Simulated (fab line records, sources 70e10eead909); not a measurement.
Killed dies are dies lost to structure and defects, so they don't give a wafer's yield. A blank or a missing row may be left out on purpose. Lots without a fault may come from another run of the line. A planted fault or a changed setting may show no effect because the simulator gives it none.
fab line records | flow nand_harc
record lots=5 wafers=15 last_day=24
route steps=1159 shown A_CHANNEL_HOLE_D1@465 END@1159
lots that met no fault: from a run of the same line without faults
start_h: hours from the record's first day to the start of the lot's first wafer shown | wait_h: hours since the lot's step before | " the same as in the row above | L1.1+2: a row that stands for several wafers | - no value, or no start given | * or withheld: withheld | < > ~ a bound
route shown NAME@n: a module of which the file shows steps, and the number in the route of the first | usual: mean/standard deviation of fault-free wafers | same: alike in all rows | chamber/n: place in a boat | sites: the reading at each site | _std_site: their standard deviation | _edge_site: outer sites' mean less inner sites' | radius_mm: how far each site lies from the wafer's centre | mask NAME#n: copy n | behind: the tool/chamber that last shaped the wafer | hold: why the lot was held/for how many hours/how that ended | device: the transistor (n, p or np) that didn't switch | end of line: the same wafers' tests at the end of the route | a step without rows: its recipe alone | killed: dies lost to structure and defects at the first sort, not the wafer's yield | map: a wafer's dies, x killed, . not, _ none there
set.NAME: the setting as run; set.NAME@STEP: as run at that earlier step | model.NAME: the simulator's own value behind a step, which no gauge read
lots at some steps of the route; a table a step, a row a wafer
services: from which hour (start_h, from the record's first day; less than 0 if before it) a tool's chamber was out of use, for how many hours, and why
## steps
# step NHARC_A_CHANNEL_HOLE_D1_DESCUM_15
# recipe time_s=3 o2_flow_sccm=200 ar_flow_sccm=0 bias_power_w=0 chemistry=O2
# step NHARC_A_CHANNEL_HOLE_D1_ETCH_38
# recipe target_depth_a=390 over_etch_frac=0.3 time_s=65 ion_energy_ev=80 cf4_flow_sccm=150 ar_flow_sccm=0 rf_w=300 bias_w=100 chemistry=CF4
# step NHARC_A_CHANNEL_HOLE_D1_ETCH_39
# recipe target_depth_a=2600 over_etch_frac=0.3 time_s=325 ion_energy_ev=200 n2_flow_sccm=150 h2_flow_sccm=150 ar_flow_sccm=0 rf_w=400 bias_w=150 chemistry=N2/H2
# step NHARC_A_CHANNEL_HOLE_D1_ETCH_34
# recipe target_depth_a=1540 time_s=77 cf4_flow_sccm=100 chf3_flow_sccm=30 ar_flow_sccm=0 rf_w=500 bias_w=200 chemistry=CF4/CHF3
# step NHARC_A_CHANNEL_HOLE_D1_ETCH_16
# recipe target_depth_a=31000 over_etch_frac=0.3 time_s=806 ion_energy_ev=150 o2_flow_sccm=400 cos_flow_sccm=20 ar_flow_sccm=0 rf_w=500 bias_w=300 chemistry=O2/COS
# step NHARC_A_CHANNEL_HOLE_D1_ETCH_19
# recipe bias_v=1200 source_w=2500 pressure_mtorr=15 time_s=34.5 ar_flow_sccm=375 c4f8_flow_sccm=28.8 o2_flow_sccm=96.2 temp_c=-20 target_depth_a=* chemistry=C4F8/O2/Ar
# step NHARC_A_CHANNEL_HOLE_D1_ETCH_20
# recipe bias_v=3000 source_w=withheld pressure_mtorr=20 time_s=361.9 ar_flow_sccm=375 c4f8_flow_sccm=89.3 o2_flow_sccm=35.7 temp_c=-20 target_depth_a=16000 chemistry=C4F8/O2/Ar
# step NHARC_A_CHANNEL_HOLE_D1_ETCH_21
# recipe bias_v=3000 source_w=withheld pressure_mtorr=20 time_s=514.3 ar_flow_sccm=375 c4f8_flow_sccm=89.3 o2_flow_sccm=35.7 temp_c=-20 target_depth_a=16000 chemistry=C4F8/O2/Ar
# step NHARC_A_CHANNEL_HOLE_D1_ETCH_22
# recipe bias_v=3000 source_w=withheld pressure_mtorr=20 time_s=666.7 ar_flow_sccm=375 c4f8_flow_sccm=89.3 o2_flow_sccm=35.7 temp_c=-20 target_depth_a=16000 chemistry=C4F8/O2/Ar
# step NHARC_A_CHANNEL_HOLE_D1_ETCH_23
# recipe bias_v=5000 source_w=withheld pressure_mtorr=20 time_s=819 ar_flow_sccm=375 c4f8_flow_sccm=89.3 o2_flow_sccm=35.7 temp_c=-20 target_depth_a=16000 chemistry=C4F8/O2/Ar
# step NHARC_A_CHANNEL_HOLE_D1_ETCH_24
# recipe bias_v=5000 source_w=withheld pressure_mtorr=20 time_s=906.2 ar_flow_sccm=375 c4f8_flow_sccm=93.8 o2_flow_sccm=31.2 temp_c=-20 target_depth_a=15000 chemistry=C4F8/O2/Ar
# usual c4f8_flow_sccm=93.8/0.32 chamber_pressure_mTorr=19.998/0.017 drypump_motor_current_A=5.4/0.48 esc_clamp_current_uA=0.0210/0.0005 showerhead_plenum_p_Torr=3.70/0.14 temp_c=-19.98/0.1 throttle_valve_pct=32.235/0.0097
# columns lot.wafer tool chamber start_h wait_h c4f8_flow_sccm chamber_pressure_mTorr drypump_motor_current_A esc_clamp_current_uA rf_hours_counter_h showerhead_plenum_p_Torr temp_c throttle_valve_pct
L547.4 har_etch-02 1 255.90 0.6 93.8 20.010 5.1 0.0208 - 3.85 -20.01 32.242
L547.6 " 0 " " 94.7 19.994 4.9 0.0203 - 3.79 -20.01 32.250
L547.5 " 1 " " 94.1 19.991 5.2 0.0208 - 3.85 -19.87 32.244
L553.1 har_etch-02 1 293.13 0.6 - - - - - - - -
L553.4 " 1 " " - - - - - - - -
L553.3 " 0 " " - - - - - - - -
L556.3 har_etch-02 1 312.57 0.6 - - - - - - - -
L556.5 " 1 " " - - - - - - - -
L556.6 " 0 " " - - - - - - - -
L557.1 har_etch-02 0 316.59 0.6 - - - - - - - -
L557.5 " 1 " " - - - - - - - -
L557.6 " 0 " " - - - - - - - -
L558.2 har_etch-01 0 324.26 0.6 93.7 20.002 6.2 0.0217 2 3.53 -20.10 32.240
L558.3 " 0 " " 94.4 20.029 6.2 0.0217 - 3.53 -20.05 32.231
L558.6 " 1 " " 94.4 19.974 5.5 0.0213 - 3.54 -19.85 32.253
# step NHARC_A_CHANNEL_HOLE_D1_ETCH_25
# recipe bias_v=5000 source_w=withheld pressure_mtorr=20 time_s=1040.2 ar_flow_sccm=375 c4f8_flow_sccm=93.8 o2_flow_sccm=31.2 temp_c=-20 target_depth_a=15000 chemistry=C4F8/O2/Ar
# step NHARC_A_CHANNEL_HOLE_D1_ETCH_26
# recipe bias_v=300 source_w=2000 pressure_mtorr=30 time_s=224.1 ar_flow_sccm=375 c4f8_flow_sccm=11.4 o2_flow_sccm=113.6 temp_c=-20 target_depth_a=3000 chemistry=C4F8/O2/Ar
# step NHARC_A_CHANNEL_HOLE_D1_ETCH_33
# recipe bias_v=400 source_w=2000 pressure_mtorr=25 time_s=90 ar_flow_sccm=375 c4f8_flow_sccm=41.7 o2_flow_sccm=83.3 temp_c=-20 target_depth_a=4000 chemistry=C4F8/O2/Ar
# step NHARC_A_CHANNEL_HOLE_D1_STRIP_41
# recipe n2_flow_sccm=150 h2_flow_sccm=150 ar_flow_sccm=0 bias_w=0 chemistry=N2/H2
# step NHARC_A_CHANNEL_HOLE_D1_STRIP_42
# recipe cf4_flow_sccm=100 chf3_flow_sccm=30 ar_flow_sccm=0 bias_w=0 chemistry=CF4/CHF3
# step NHARC_A_CHANNEL_HOLE_D1_STRIP_43
# recipe o2_flow_sccm=400 cos_flow_sccm=20 ar_flow_sccm=0 bias_w=0 chemistry=O2/COS
# step NHARC_A_CHANNEL_HOLE_D1_ETCH_44
# recipe target_depth_a=1400 overetch_a=140 time_s=77 ion_energy_ev=100 cf4_flow_sccm=80 o2_flow_sccm=20 ar_flow_sccm=0 rf_w=300 bias_w=100 chemistry=CF4/O2
# usual bias_w=100.0/0.3 cf4_flow_sccm=79.98/0.25 drypump_motor_current_A=5.7/0.48 oes_product_au=1.002/0.0079 rf_fwd_power_W=297.9/0.93 rf_vpp_V=198.0/1.3 showerhead_plenum_p_Torr=1.34/0.053 throttle_valve_pct=13.396/0.0083
# columns lot.wafer tool chamber start_h wait_h bias_w cf4_flow_sccm drypump_motor_current_A oes_product_au rf_fwd_power_W rf_hours_counter_h rf_vpp_V showerhead_plenum_p_Torr throttle_valve_pct model.A_CHANNEL_HOLE_D1.cd_nm
L547.4 rie_diel-10 2 258.14 0.1 99.7 80.12 4.7 1.004 297.7 4 198.8 1.38 13.400 89.82
L547.5 " 1 " " 99.9 80.10 6.4 1.003 298.7 - 199.3 1.37 13.401 88.87
L547.6 " 2 " " 99.5 79.57 4.7 1.004 296.2 - 199.6 1.38 13.387 89.06
L553.1 rie_diel-09 2 296.51 0.0 99.9 80.03 6.0 1.009 297.9 3 195.3 1.31 13.409 96.23
L553.3 " 3 " " 100.5 79.90 5.4 1.011 296.9 3 196.7 1.35 13.411 96.13
L553.4 " 1 " " 99.7 79.63 6.1 1.004 298.2 3 198.6 1.42 13.390 93.54
L556.3 rie_diel-09 0 314.92 0.1 100.3 79.83 6.4 1.012 298.9 4 198.3 1.35 13.392 100.1
L556.6 " 3 " " 99.9 79.81 5.4 1.007 298.1 - 198.1 1.35 13.393 99.65
L556.5 " 0 " " 100.3 79.48 6.4 1.012 299.2 - 197.3 1.35 13.392 96.72
L557.1 rie_diel-10 2 319.03 0.1 100.3 80.16 4.7 1.006 299.2 9 198.3 1.38 13.401 99.68
L557.5 " 2 " " 100.7 79.80 4.7 1.005 298.8 - 198.6 1.38 13.396 98.4
L557.6 " 3 " " 99.5 79.74 5.5 1.002 298.6 - 195.7 1.26 13.390 98.48
L558.3 rie_diel-11 0 326.79 0.1 99.8 80.16 5.9 1.003 298.2 10 198.6 1.38 13.398 90.78
L558.2 " 2 " " 99.9 80.30 5.2 0.991 299.2 10 195.2 1.24 13.396 91.3
L558.6 " 3 " " 99.9 79.72 5.4 0.992 296.5 - 198.3 1.38 13.402 90.28
# step NHARC_A_CHANNEL_HOLE_D1_STRIP_27
# recipe o2_flow_sccm=500 ar_flow_sccm=0 bias_w=0 chemistry=O2
# step NHARC_A_CHANNEL_HOLE_D1_PRECLEAN_28
# recipe time_s=* temp_c=50 bath_age_min=0 chemistry=SC1
# step NHARC_A_CHANNEL_HOLE_D1_SRD_29
# step NHARC_A_CHANNEL_HOLE_D1_CD_MEAS_30
# usual cd_nm=90.2/0.87
# columns lot.wafer tool chamber start_h wait_h cd_nm
L547.4 cd_sem-01 - 258.93 - 90.0
L547.5 " - " " 88.6
L547.6 " - " " 89.4
L553.1 cd_sem-03 - 297.30 - 0.1
L553.3 " - " " -0.1
L553.4 " - " " 0.5
L556.3 cd_sem-01 - 315.72 - -0.1
L556.5 " - " " 1.4
L556.6 " - " " 0.1
L557.1 cd_sem-03 - 319.83 - 1.0
L557.5 " - " " -0.2
L557.6 " - " " -0.2
L558.2 cd_sem-03 - 327.59 - 91.4
L558.3 " - " " 91.1
L558.6 " - " " 90.1
# step NHARC_A_CHANNEL_HOLE_D1_XSEM_31
# recipe landing_energy_ev=35000
# usual bot_cd_nm=74.8/0.98 bow_nm=8.63/0.26 tilt_deg=0.09/0.042
# columns lot.wafer tool chamber start_h wait_h bot_cd_nm bow_nm tilt_deg
L547.4 xsem-01 0 259.03 0.1 75.6 8.75 0.09
L547.5 " 0 " " 74.2 8.77 0.10
L547.6 " 0 " " 74.7 8.76 0.10
L553.1 xsem-02 0 297.39 0.1 0.4 0.35 0.11
L553.3 " 0 " " 0.4 0.36 0.11
L553.4 " 0 " " 1.0 0.35 0.11
L556.3 xsem-01 0 315.81 0.1 0.5 0.91 0.09
L556.5 " 0 " " 1.8 0.91 0.09
L556.6 " 0 " " 0.7 0.91 0.09
L557.1 xsem-02 0 319.92 0.1 1.5 0.23 0.16
L557.5 " 0 " " 0.7 0.23 0.16
L557.6 " 0 " " 0.9 0.22 0.16
L558.2 xsem-02 0 327.68 0.1 75.6 8.69 0.12
L558.3 " 0 " " 75.9 8.71 0.12
L558.6 " 0 " " 74.4 8.78 0.12
# step NHARC_END_SORT_01
# recipe temp_c=25
# usual killed_at_array=26/8.6 killed_at_other=0.7/0.97 killed_at_periphery=3.2/2.2 killed_dies=30/8.9 killed_open=3.1/1.8 killed_short=2.2/1.8
# same gross_dies=677
# columns lot.wafer tool chamber start_h wait_h killed_at_array killed_at_other killed_at_periphery killed_dies killed_open killed_short
L553.1 prober-02 0 563.81 2.5 676 0 1 677 1 2
L553.3 prober-02 0 565.41 3.1 674 1 2 677 6 0
L553.4 prober-02 0 566.22 3.4 676 0 1 677 2 0
L556.3 prober-01 0 569.28 3.1 669 0 8 677 3 2
L556.5 prober-01 0 570.89 3.7 669 1 7 677 3 0
L556.6 prober-01 0 571.69 4.0 668 0 9 677 4 0
L557.1 prober-02 0 571.62 2.5 675 1 1 677 2 2
L557.5 prober-02 0 574.85 3.7 675 1 1 677 3 4
L557.6 prober-02 0 575.66 4.0 674 0 3 677 3 3
# killed by level:class
L553.1 A_CHANNEL_HOLE_D1:area_etch=648 A_CHANNEL_HOLE_D1:chamber_film_flake=11 A_CONTACT:chamber_film_flake=6 A_SLIT:chamber_film_flake=4 A_SGD_CUT:chamber_film_flake=3 A_WL_FILL:chamber_film_flake=2 P_M1:geometric_particle:short=1 A_ONON_D1:geometric_particle:open=1
L553.3 A_CHANNEL_HOLE_D1:area_etch=645 A_SGD_CUT:chamber_film_flake=8 A_CHANNEL_HOLE_D1:chamber_film_flake=7 A_CONTACT:chamber_film_flake=5 A_SLIT:chamber_film_flake=2 A_WL_FILL:chamber_film_flake=2 P_CONTACT:geometric_particle:open=1 P_M1:geometric_particle:open=1
L553.4 A_CHANNEL_HOLE_D1:area_etch=657 A_CHANNEL_HOLE_D1:chamber_film_flake=7 A_CONTACT:chamber_film_flake=5 A_SGD_CUT:chamber_film_flake=2 A_SLIT:chamber_film_flake=2 A_CHANNEL_FILL_D1:geometric_particle:open=1 A_M0:geometric_particle:open=1 P_STI:chamber_film_flake=1
L556.3 A_CHANNEL_HOLE_D1:area_etch=655 A_CHANNEL_HOLE_D1:chamber_film_flake=6 P_M0:chamber_film_flake=4 A_CONTACT:chamber_film_flake=4 A_WL_FILL:chamber_film_flake=2 P_STI:geometric_particle:open=1 P_GATE:geometric_particle:short=1 P_M2:geometric_particle:short=1
L556.5 A_CHANNEL_HOLE_D1:area_etch=655 A_CHANNEL_HOLE_D1:chamber_film_flake=5 P_M0:chamber_film_flake=4 A_CONTACT:chamber_film_flake=3 P_GATE:chamber_film_flake=2 A_SLIT:chamber_film_flake=2 P_M1:geometric_particle:open=1 A_SGD_CUT:geometric_particle:open=1
L557.1 A_CHANNEL_HOLE_D1:area_etch=657 A_CHANNEL_HOLE_D1:chamber_film_flake=10 A_CHANNEL_FILL_D1:geometric_particle:short=2 A_WL_FILL:chamber_film_flake=2 A_SOURCE_PLATE:geometric_particle:open=1 A_CHANNEL_FILL_D1:geometric_particle:open=1 P_GATE:chamber_film_flake=1 A_SGD_CUT:chamber_film_flake=1
L556.6 A_CHANNEL_HOLE_D1:area_etch=643 A_CHANNEL_HOLE_D1:chamber_film_flake=10 P_M0:chamber_film_flake=8 A_WL_FILL:chamber_film_flake=4 A_M0:chamber_film_flake=4 P_CONTACT:geometric_particle:open=1 A_ONON_D1:geometric_particle:open=1 A_CONTACT:geometric_particle:open=1
L557.5 A_CHANNEL_HOLE_D1:area_etch=654 A_CHANNEL_HOLE_D1:chamber_film_flake=9 A_WL_FILL:chamber_film_flake=4 A_CHANNEL_HOLE_D1:geometric_particle:short=1 A_CHANNEL_FILL_D1:geometric_particle:short=1 A_CHANNEL_FILL_D1:geometric_particle:open=1 A_WL_FILL:geometric_particle:short=1 A_CONTACT:geometric_particle:short=1
L557.6 A_CHANNEL_HOLE_D1:area_etch=658 A_CHANNEL_HOLE_D1:chamber_film_flake=9 A_CONTACT:chamber_film_flake=3 A_CHANNEL_FILL_D1:geometric_particle:open=2 P_M1:geometric_particle:short=1 P_M2:geometric_particle:open=1 A_SOURCE_PLATE:geometric_particle:short=1 A_ONON_D1:geometric_particle:short=1
# map L553.1 (x killed, . not)
____________x____________
_________xxxxxxx_________
_______xxxxxxxxxxx_______
______xxxxxxxxxxxxx______
_____xxxxxxxxxxxxxxx_____
____xxxxxxxxxxxxxxxxx____
____xxxxxxxxxxxxxxxxx____
___xxxxxxxxxxxxxxxxxxx___
___xxxxxxxxxxxxxxxxxxx___
__xxxxxxxxxxxxxxxxxxxxx__
__xxxxxxxxxxxxxxxxxxxxx__
_xxxxxxxxxxxxxxxxxxxxxxx_
_xxxxxxxxxxxxxxxxxxxxxxx_
_xxxxxxxxxxxxxxxxxxxxxxx_
_xxxxxxxxxxxxxxxxxxxxxxx_
_xxxxxxxxxxxxxxxxxxxxxxx_
xxxxxxxxxxxxxxxxxxxxxxxxx
xxxxxxxxxxxxxxxxxxxxxxxxx
xxxxxxxxxxxxxxxxxxxxxxxxx
xxxxxxxxxxxxxxxxxxxxxxxxx
xxxxxxxxxxxxxxxxxxxxxxxxx
_xxxxxxxxxxxxxxxxxxxxxxx_
_xxxxxxxxxxxxxxxxxxxxxxx_
_xxxxxxxxxxxxxxxxxxxxxxx_
_xxxxxxxxxxxxxxxxxxxxxxx_
_xxxxxxxxxxxxxxxxxxxxxxx_
__xxxxxxxxxxxxxxxxxxxxx__
__xxxxxxxxxxxxxxxxxxxxx__
___xxxxxxxxxxxxxxxxxxx___
___xxxxxxxxxxxxxxxxxxx___
____xxxxxxxxxxxxxxxxx____
____xxxxxxxxxxxxxxxxx____
_____xxxxxxxxxxxxxxx_____
______xxxxxxxxxxxxx______
_______xxxxxxxxxxx_______
_________xxxxxxx_________
____________x____________
# map L556.3 (x killed, . not)
____________x____________
_________xxxxxxx_________
_______xxxxxxxxxxx_______
______xxxxxxxxxxxxx______
_____xxxxxxxxxxxxxxx_____
____xxxxxxxxxxxxxxxxx____
____xxxxxxxxxxxxxxxxx____
___xxxxxxxxxxxxxxxxxxx___
___xxxxxxxxxxxxxxxxxxx___
__xxxxxxxxxxxxxxxxxxxxx__
__xxxxxxxxxxxxxxxxxxxxx__
_xxxxxxxxxxxxxxxxxxxxxxx_
_xxxxxxxxxxxxxxxxxxxxxxx_
_xxxxxxxxxxxxxxxxxxxxxxx_
_xxxxxxxxxxxxxxxxxxxxxxx_
_xxxxxxxxxxxxxxxxxxxxxxx_
xxxxxxxxxxxxxxxxxxxxxxxxx
xxxxxxxxxxxxxxxxxxxxxxxxx
xxxxxxxxxxxxxxxxxxxxxxxxx
xxxxxxxxxxxxxxxxxxxxxxxxx
xxxxxxxxxxxxxxxxxxxxxxxxx
_xxxxxxxxxxxxxxxxxxxxxxx_
_xxxxxxxxxxxxxxxxxxxxxxx_
_xxxxxxxxxxxxxxxxxxxxxxx_
_xxxxxxxxxxxxxxxxxxxxxxx_
_xxxxxxxxxxxxxxxxxxxxxxx_
__xxxxxxxxxxxxxxxxxxxxx__
__xxxxxxxxxxxxxxxxxxxxx__
___xxxxxxxxxxxxxxxxxxx___
___xxxxxxxxxxxxxxxxxxx___
____xxxxxxxxxxxxxxxxx____
____xxxxxxxxxxxxxxxxx____
_____xxxxxxxxxxxxxxx_____
______xxxxxxxxxxxxx______
_______xxxxxxxxxxx_______
_________xxxxxxx_________
____________x____________
## services
# columns tool chamber start_h hours kind
rie_diel-09 0 233.54 - clean
rie_diel-09 1 233.54 - clean
rie_diel-09 2 233.54 - clean
rie_diel-09 3 233.54 - clean
rie_diel-10 0 234.50 - clean
rie_diel-10 1 234.50 - clean
rie_diel-10 2 234.50 - clean
rie_diel-10 3 234.50 - clean
rie_diel-09 - 254.28 9.0 pm
rie_diel-09 0 254.28 9.0 vent_cycle
rie_diel-09 1 254.28 9.0 vent_cycle
rie_diel-09 2 254.28 9.0 vent_cycle
rie_diel-09 3 254.28 9.0 vent_cycle
rie_diel-10 0 259.05 - clean
rie_diel-10 1 259.05 - clean
rie_diel-10 2 259.05 - clean
rie_diel-10 3 259.05 - clean
rie_diel-09 0 263.28 - clean
rie_diel-09 1 263.28 - clean
rie_diel-09 2 263.28 - clean
rie_diel-10 3 284.25 9.0 repair
xsem-02 - 302.00 14.0 pm
har_etch-01 - 305.00 17.0 pm
rie_diel-10 3 326.37 5.8 repair
## key
first_sign step=NHARC_A_CHANNEL_HOLE_D1_ETCH_24 reading=tool_record direction=missing
effect step=NHARC_A_CHANNEL_HOLE_D1_CD_MEAS_30 reading=cd_nm direction=down sigmas=99+ usual=90.2 struck=0.3
effect step=NHARC_A_CHANNEL_HOLE_D1_XSEM_31 reading=bot_cd_nm direction=down sigmas=76 usual=74.8 struck=0.9
effect step=NHARC_END_SORT_01 reading=killed_at_array direction=up sigmas=75 usual=26 struck=673
model_effect step=NHARC_A_CHANNEL_HOLE_D1_ETCH_44 value=A_CHANNEL_HOLE_D1.cd_nm without=90.23 struck=97.65
more_kills_born_at NHARC_A_CHANNEL_HOLE_D1_ETCH_24@har_etch-02=5872
met_at NHARC_A_CHANNEL_HOLE_D1_ETCH_24
struck_wafers L553.1,L553.3,L553.4,L556.3,L556.5,L556.6,L557.1,L557.5,L557.6
later_rows_left_out L553.1,L553.3,L553.4,L556.3,L556.5,L556.6,L557.1,L557.5,L557.6
tester_left_out L553,L556,L557
onset_between 255.90 293.13
fault kind=skipped_step_whole tool=har_etch-02 chamber=- onset_h=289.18 steps=NHARC_A_CHANNEL_HOLE_D1_ETCH_24 scope=struck_lots_only
# tester_left_out: of these lots the tester's yield and bins aren't shown, on N5 and GAA mostly nor the transistor test; their killed dies are dies lost to structure and defects alone, not to doping, threshold or leakage, so they don't give the yield
# later_rows_left_out: the simulator's readings of these wafers behind a module that went badly wrong aren't trusted and aren't shown, but for the sort
